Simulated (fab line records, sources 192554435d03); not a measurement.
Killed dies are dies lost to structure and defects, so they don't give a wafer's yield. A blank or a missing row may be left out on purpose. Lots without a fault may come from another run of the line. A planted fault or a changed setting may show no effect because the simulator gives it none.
fab line records | flow n5_finfet
record lots=5 wafers=15 last_day=16
route steps=1938 shown MOL_CONTACT_COAG@542 BEOL_M4@1111
lots that met no fault: from a run of the same line without faults
start_h: hours from the record's first day to the start of the lot's first wafer shown | wait_h: hours since the lot's step before | " the same as in the row above | L1.1+2: a row that stands for several wafers | - no value, or no start given | * or withheld: withheld | < > ~ a bound
route shown NAME@n: a module of which the file shows steps, and the number in the route of the first | usual: mean/standard deviation of fault-free wafers | same: alike in all rows | chamber/n: place in a boat | sites: the reading at each site | _std_site: their standard deviation | _edge_site: outer sites' mean less inner sites' | radius_mm: how far each site lies from the wafer's centre | mask NAME#n: copy n | behind: the tool/chamber that last shaped the wafer | hold: why the lot was held/for how many hours/how that ended | device: the transistor (n, p or np) that didn't switch | end of line: the same wafers' tests at the end of the route | a step without rows: its recipe alone | killed: dies lost to structure and defects at the first sort, not the wafer's yield | map: a wafer's dies, x killed, . not, _ none there
set.NAME: the setting as run; set.NAME@STEP: as run at that earlier step | model.NAME: the simulator's own value behind a step, which no gauge read
lots at some steps of the route; a table a step, a row a wafer
services: from which hour (start_h, from the record's first day; less than 0 if before it) a tool's chamber was out of use, for how many hours, and why
## steps
# step N5_MOL_CONTACT_COAG_PRECLEAN_111
# recipe chemistry=NF3:NH3 afs_cycles=1 temp_c=30 time_s=20 sublimation_temp_c=180 sublimation_time_s=60 pressure_torr=3 rf_power_w=30
# step N5_MOL_CONTACT_COAG_TI_SIL_19
# recipe material=Ti target_thk_a=42 temp_c=200 chamber_pressure_pa=5 power_w=5000 time_s=15
# step N5_MOL_CONTACT_COAG_ALD_20
# recipe material=TiN target_thk_a=15 temp_c=400 ald_precursor_family=TiCl4 ald_co_reactant=NH3 pulse_time_s=1 purge_time_s=3 co_reactant_purge_time_s=2 co_reactant_pulse_time_s=2 ald_cycles=68 pressure_torr=3
# step N5_MOL_CONTACT_COAG_SIL_ANNEAL_21
# recipe temp_c=550 time_s=60 ambient=N2
# step N5_MOL_CONTACT_COAG_PRE_CLEAN_141
# recipe gas=H2/He time_s=60 temp_c=300
# step N5_MOL_CONTACT_COAG_SPUTTER_143
# recipe material=Co target_thk_a=25 temp_c=25 chamber_pressure_pa=0.2
# step N5_MOL_CONTACT_COAG_CO_FILL_22
# recipe material=Co target_thk_a=200 temp_c=200 precursor=CCTBA/H2 pressure_torr=30
# step N5_MOL_CONTACT_COAG_ANNEAL_113
# recipe temp_c=400 time_s=300 ambient=H2/N2
# step N5_MOL_CONTACT_COAG_PRE_CLEAN_142
# recipe gas=H2/He time_s=60 temp_c=300
# step N5_MOL_CONTACT_COAG_SPUTTER_130
# recipe material=Co target_thk_a=475 temp_c=25 chamber_pressure_pa=0.5 power_w=3000
# step N5_MOL_CONTACT_COAG_PRECLEAN_125
# recipe chemistry=DIW time_s=57.5 temp_c=23
# step N5_MOL_CONTACT_COAG_SRD_126
# recipe dry_time_s=32 dry=n2_spin spin_rpm=1500
# step N5_MOL_CONTACT_COAG_CMP_23
# recipe stop_on=SiO2 t_overpolish_s=1.5 post_cmp_clean=cu_alkaline down_force_psi=2 platen_rpm=50.289 pad_velocity_m_s=1.0006 target_thk_nm=0
# usual head_pressure_psi=2.000/0.0043 motor_current_A=8.3/0.67 overpolish_run_s=1.500/0.0089 platen_rpm=50.29/0.036 retaining_ring_pressure_frac=1.001/0.0044 slurry_filter_dp_kPa=13.50/0.13 time_to_endpoint_s=9.6/2.1
# columns lot.wafer tool chamber start_h wait_h head_pressure_psi motor_current_A overpolish_run_s platen_rpm retaining_ring_pressure_frac slurry_filter_dp_kPa time_to_endpoint_s
L853.4 cmp-03 0 100.96 0.0 1.999 7.9 1.505 50.28 0.990 13.29 11.9
L853.2 " 1 " " 1.996 9.1 1.504 50.37 1.008 13.53 8.2
L853.1 " 2 " " 2.001 7.4 1.507 50.31 1.002 13.62 9.5
L859.3 cmp-03 0 138.76 0.1 1.997 7.7 1.494 55.25 1.003 13.61 6.9
L859.4 " 1 " " 2.001 9.0 1.520 55.29 0.999 13.31 7.3
L859.6 " 3 " " 2.006 9.3 1.485 55.26 1.001 13.46 7.4
L860.2 cmp-03 3 142.03 0.1 1.998 8.9 1.504 55.27 1.007 13.80 6.1
L860.5 " 0 " " 1.996 7.6 1.500 55.30 0.999 13.43 4.3
L860.6 " 1 " " 2.001 9.3 1.519 55.34 1.001 13.26 5.2
L861.4 cmp-03 1 147.98 0.1 1.995 9.2 1.493 55.30 1.000 13.92 7.9
L861.2 " 2 " " 2.000 7.3 1.486 55.34 1.006 13.53 7.7
L861.5 " 2 " " 2.002 7.9 1.507 55.34 1.005 13.30 6.6
L867.1 cmp-02 2 183.73 0.1 2.004 6.8 1.503 50.20 1.006 13.68 9.1
L867.2 " 3 " " 1.993 8.4 1.494 50.30 0.999 13.63 12.2
L867.4 " 0 " " 2.001 8.2 1.505 50.29 1.000 13.60 10.6
# step N5_MOL_CONTACT_COAG_WET_ETCH_26
# recipe target=Co target_depth_nm=13
# step N5_MOL_CONTACT_COAG_WET_ETCH_116
# recipe chemistry=SC1-inhibited target_depth_nm=4.6 dry=ipa_marangoni rinse_time_s=30 rinse_temp_c=23
# step N5_MOL_CONTACT_COAG_ALD_27
# recipe material=SiOC target_thk_a=170 temp_c=400 ald_precursor_family=carbosiloxane ald_co_reactant=H2-plasma pulse_time_s=1.5 time_s=2720 purge_time_s=2 co_reactant_purge_time_s=2 ald_cycles=340 pressure_torr=2
# step N5_MOL_CONTACT_COAG_CMP_28
# recipe stop_on=SiNx t_overpolish_s=0.85 post_cmp_clean=alkaline_brush down_force_psi=4.15 platen_rpm=51.8 pad_velocity_m_s=1.0307 target_thk_nm=14.522
# step N5_MOL_CONTACT_COAG_ALD_123
# recipe material=SiNx target_thk_a=50 temp_c=400 ald_precursor_family=SiH2I2 ald_co_reactant=N2/H2-plasma pulse_time_s=1 purge_time_s=2 co_reactant_purge_time_s=2 ald_cycles=100 pressure_torr=2
# step N5_MOL_CONTACT_COAG_PECVD_31
# recipe material=SiO2 target_thk_a=460 temp_c=400 precursor=TEOS/O2 pressure_torr=6.5 rf_w=withheld teos_flow_sccm=withheld gas=O2 flow_sccm=2650 time_s=8.9
# step N5_MOL_CONTACT_COAG_COAT_75
# recipe resist=SOC temp_c=250 time_s=60 spin_rpm=1500 resist_thk_nm=60
# step N5_MOL_CONTACT_COAG_COAT_76
# recipe resist=SiARC temp_c=220 time_s=60 spin_rpm=1500 resist_thk_nm=10
# step N5_MOL_CONTACT_COAG_COAT_77
# recipe resist=underlayer temp_c=205 time_s=60 spin_rpm=1500 resist_thk_nm=10
# step N5_MOL_CONTACT_COAG_COAT_78
# recipe resist=CAR-EUV spin_rpm=1500 resist_thk_nm=40
# step N5_MOL_CONTACT_COAG_EBR_80
# recipe solvent=PGMEA ebr_width_mm=1.5
# step N5_MOL_CONTACT_COAG_SOFTBAKE_79
# recipe temp_c=110 time_s=60 resist=CAR-EUV
# step N5_MOL_CONTACT_COAG_EXPOSE_81
# recipe mask_id=VG na=0.33 source_shape=annular sigma_inner=0.3 sigma_outer=0.7 polarization=unpolarized defocus_nm=0 dose_mj=59.5
# step N5_MOL_CONTACT_COAG_PEB_82
# recipe peb_temp_c=100 peb_time_s=60 resist=CAR-EUV
# step N5_MOL_CONTACT_COAG_DEVELOP_83
# recipe develop_time_s=30 developer=TMAH resist=CAR-EUV rinse_liquid=surfactant_rinse dry=air_spin dev_temp_c=23
# step N5_MOL_CONTACT_COAG_DESCUM_88
# recipe chemistry=O2 time_s=7 source_power_w=50 bias_power_w=20 pressure_mtorr=20 rf_frequency_hz=2.712e+07 temp_c=40 resist=CAR-EUV o2_flow_sccm=225
# step N5_MOL_CONTACT_COAG_ETCH_89
# recipe chemistry=N2/H2 target=underlayer target_depth_a=130 mask_material=CAR-EUV time_s=10.4 ion_energy_ev=200 pressure_mtorr=30 source_w=840 bias_w=150 n2_flow_sccm=200 h2_flow_sccm=200 ends=cleared
# step N5_MOL_CONTACT_COAG_ETCH_90
# recipe chemistry=CF4 target=SiARC target_depth_a=130 mask_material=CAR-EUV time_s=21.7 ion_energy_ev=80 pressure_mtorr=40 source_w=545 bias_w=36 Ar_flow_sccm=100 cf4_flow_sccm=100 ends=cleared
# step N5_MOL_CONTACT_COAG_ALD_131
# recipe material=SiO2 target_thk_a=50 temp_c=100 ald_precursor_family=BDEAS ald_co_reactant=O2-plasma pulse_time_s=1 co_reactant_pulse_time_s=1 purge_time_s=2 co_reactant_purge_time_s=2 ald_cycles=35 pressure_torr=2
# step N5_MOL_CONTACT_COAG_ETCHBACK_132
# recipe chemistry=CHF3 target=SiO2 target_depth_a=100 time_s=6.7 ion_energy_ev=200 pressure_mtorr=30 source_w=610 bias_w=170 Ar_flow_sccm=200 CHF3_flow_sccm=50
# step N5_MOL_CONTACT_COAG_ETCH_91
# recipe chemistry=N2/H2 target=SOC target_depth_a=600 overetch_a=210 mask_material=SiARC temp_c=40 time_s=101.2 ion_energy_ev=200 pressure_mtorr=30 source_w=840 bias_w=150 n2_flow_sccm=200 h2_flow_sccm=200
# step N5_MOL_CONTACT_COAG_STRIP_92
# recipe chemistry=N2/H2 temp_c=40 n2_flow_sccm=200 h2_flow_sccm=200 rf_frequency_hz=6e+07
# step N5_MOL_CONTACT_COAG_STRIP_93
# recipe chemistry=N2/H2 temp_c=40 n2_flow_sccm=200 h2_flow_sccm=200 rf_frequency_hz=6e+07
# step N5_MOL_CONTACT_COAG_ETCH_47
# recipe chemistry=CH3F/O2 target=SiNx target_depth_a=270 mask_material=SiO2 stop_on=W over_etch_frac=0.2 ion_energy_ev=120 endpoint=OES-CN pressure_mtorr=30 source_w=395 bias_w=73 Ar_flow_sccm=150 CH3F_flow_sccm=30 O2_flow_sccm=20 ends=end_point
# usual O2_flow_sccm=19.99/0.061 bias_w=73.00/0.25 drypump_motor_current_A=5.7/0.35 etch_rf_on_time_s=30.9/0.39 oes_product_au=0.72/0.092 rf_fwd_power_W=386.0/1.5 rf_vpp_V=297.5/2.1 showerhead_plenum_p_Torr=1.99/0.059 throttle_valve_pct=16.24/0.27
# same over_etch_frac=0.2
# columns lot.wafer tool chamber start_h wait_h O2_flow_sccm bias_w drypump_motor_current_A etch_rf_on_time_s oes_product_au rf_fwd_power_W rf_hours_counter_h rf_vpp_V showerhead_plenum_p_Torr throttle_valve_pct model.etch.depth_nm
L853.1 rie_diel-06 0 105.96 0.0 20.06 72.67 5.3 30.7 0.78 386.1 27 297.3 2.13 16.18 18
L853.2 " 3 " " 20.00 72.54 6.2 31.4 0.63 384.1 203 293.7 1.90 16.41 17.98
L853.4 " 2 " " 19.90 72.97 5.7 31.8 0.60 390.2 257 294.1 1.96 16.57 18.03
L859.3 rie_diel-02 1 143.43 0.0 19.95 73.26 5.9 30.4 0.85 386.6 5 295.9 1.97 16.04 17.8
L859.4 " 3 " " 20.02 72.70 5.2 30.2 0.68 387.0 173 297.2 2.08 16.27 17.85
L859.6 " 1 " " 19.98 73.10 5.9 30.3 0.86 384.3 - 295.0 1.97 16.03 17.79
L860.2 rie_diel-02 0 146.39 0.0 19.98 72.40 5.9 30.1 0.65 383.8 164 301.8 2.08 16.09 17.57
L860.5 " 3 " " 20.14 73.03 5.2 30.5 0.66 386.4 - 299.0 2.08 16.26 17.62
L860.6 " 0 " " 20.09 72.77 5.9 30.2 0.65 385.4 - 300.0 2.08 16.12 17.67
L861.2 rie_diel-02 1 152.74 0.0 19.87 73.15 5.8 30.2 0.85 385.4 8 295.7 1.96 16.06 17.77
L861.4 " 3 " " 20.01 73.10 5.2 30.6 0.66 387.2 176 299.2 2.08 16.27 17.7
L861.5 " 0 " " 19.96 72.98 5.9 30.3 0.65 384.7 - 299.3 2.07 16.13 17.78
L867.1 rie_diel-02 2 191.53 0.0 19.98 73.36 5.7 30.6 0.78 384.7 43 295.5 1.95 16.07 17.89
L867.2 " 0 " " 19.95 72.98 5.9 30.8 0.63 384.4 180 301.2 2.07 16.13 17.86
L867.4 " 1 " " 20.01 73.22 5.8 30.7 0.81 385.3 22 296.9 1.96 16.05 17.85
# step N5_BEOL_M4_RC_MEAS_101
# usual DIBL_N=36.1/1.3 DIBL_P=36.1/1.7 IOFF_N=0.154/0.022 IOFF_P=0.201/0.024 ION_N=675/8.9 ION_P=462/5.9 SS_N=71.5/0.49 SS_P=73.3/0.58 VT_N=250.0/2.7 VT_P=-251.3/2.7
# columns lot.wafer tool chamber start_h wait_h DIBL_N[mV/V] DIBL_P[mV/V] IOFF_N[nA/um] IOFF_P[nA/um] ION_N[uA/um] ION_P[uA/um] SS_N[mV/dec] SS_P[mV/dec] VT_N[mV] VT_P[mV]
L853.1 prober-02 0 169.76 0.0 35.1 35.5 0.153 0.191 684 458 72.4 73.8 250.7 -254.4
L853.2 " 0 " " 35.4 35.5 0.154 0.198 680 464 71.7 72.9 249.4 -253.2
L853.4 " 0 " " 34.4 34.2 0.135 0.179 664 452 71.8 73.6 252.4 -255.0
L859.3 prober-02 0 213.20 0.3 34.1 32.0 0.123 0.167 670 457 70.9 72.1 253.0 -252.4
L859.4 " 0 " " 36.1 33.3 0.144 0.180 671 456 72.4 73.1 250.6 -253.8
L859.6 " 0 " " 37.0 35.1 0.175 0.209 687 466 71.6 73.7 247.1 -250.0
L860.2 prober-01 0 227.49 0.2 36.2 35.9 0.140 0.199 674 466 71.3 73.0 251.9 -250.8
L860.5 " 0 " " 37.7 37.7 0.166 0.228 672 462 71.9 72.8 248.0 -247.1
L860.6 " 0 " " 36.3 36.3 0.138 0.198 670 463 71.5 73.1 252.1 -248.9
L861.2 prober-02 0 231.85 0.2 35.3 35.3 0.160 0.199 678 463 71.3 73.1 249.7 -249.6
L861.4 " 0 " " 34.9 34.0 0.140 0.175 674 453 71.3 73.1 247.0 -253.1
L861.5 " 0 " " 36.3 36.2 0.158 0.206 664 457 71.7 74.4 252.2 -252.7
L867.1 prober-02 0 267.39 0.0 35.4 35.6 0.134 0.199 665 459 71.2 72.7 252.3 -250.5
L867.2 " 0 " " 37.1 37.7 0.162 0.225 677 470 70.5 73.0 250.8 -248.2
L867.4 " 0 " " 37.9 38.4 0.174 0.235 681 468 72.0 73.4 250.6 -248.6
## services
# columns tool chamber start_h hours kind
cmp-03 - 85.84 4.0 pm
cmp-02 - 87.05 4.0 pm
cmp-03 - 89.84 - consumable_replace:conditioner
cmp-03 - 89.84 - consumable_replace:pad
cmp-02 - 91.05 - consumable_replace:conditioner
cmp-02 - 91.05 - consumable_replace:pad
rie_diel-02 1 106.75 - clean
rie_diel-02 1 106.75 - consumable_replace:focus_ring
rie_diel-02 1 106.75 23.7 scheduled_down
rie_diel-02 1 106.75 23.7 vent_cycle
rie_diel-06 2 112.37 4.9 repair
rie_diel-06 2 117.46 - clean
rie_diel-06 2 117.46 - consumable_replace:focus_ring
rie_diel-06 2 117.46 14.7 scheduled_down
rie_diel-06 2 117.46 14.7 vent_cycle
cmp-03 - 125.10 0.6 repair
cmp-03 - 143.16 0.8 repair
cmp-02 - 152.35 3.2 pm
rie_diel-06 1 164.44 9.9 repair
cmp-02 - 170.30 4.3 repair
rie_diel-06 1 183.55 8.8 repair
cmp-02 - 190.68 1.4 repair
## key
first_sign step=N5_MOL_CONTACT_COAG_CMP_23 reading=platen_rpm direction=up sigmas=99+ usual=50.29 struck=55.30
effect none on later readings
model_effect step=N5_MOL_CONTACT_COAG_ETCH_47 value=etch.depth_nm without=17.93 struck=17.73
met_at N5_MOL_CONTACT_COAG_CMP_23
struck_wafers L859.3,L859.4,L859.6,L860.2,L860.5,L860.6,L861.2,L861.4,L861.5
onset_between 100.96 138.76
fault kind=process_parameter_drift tool=cmp-03 chamber=- onset_h=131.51 steps=N5_MOL_CONTACT_COAG_CMP_23 channel=platen_rpm offset=5.0289 shape=step end_h=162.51 acts_in=these_recipes_only stated=50.289
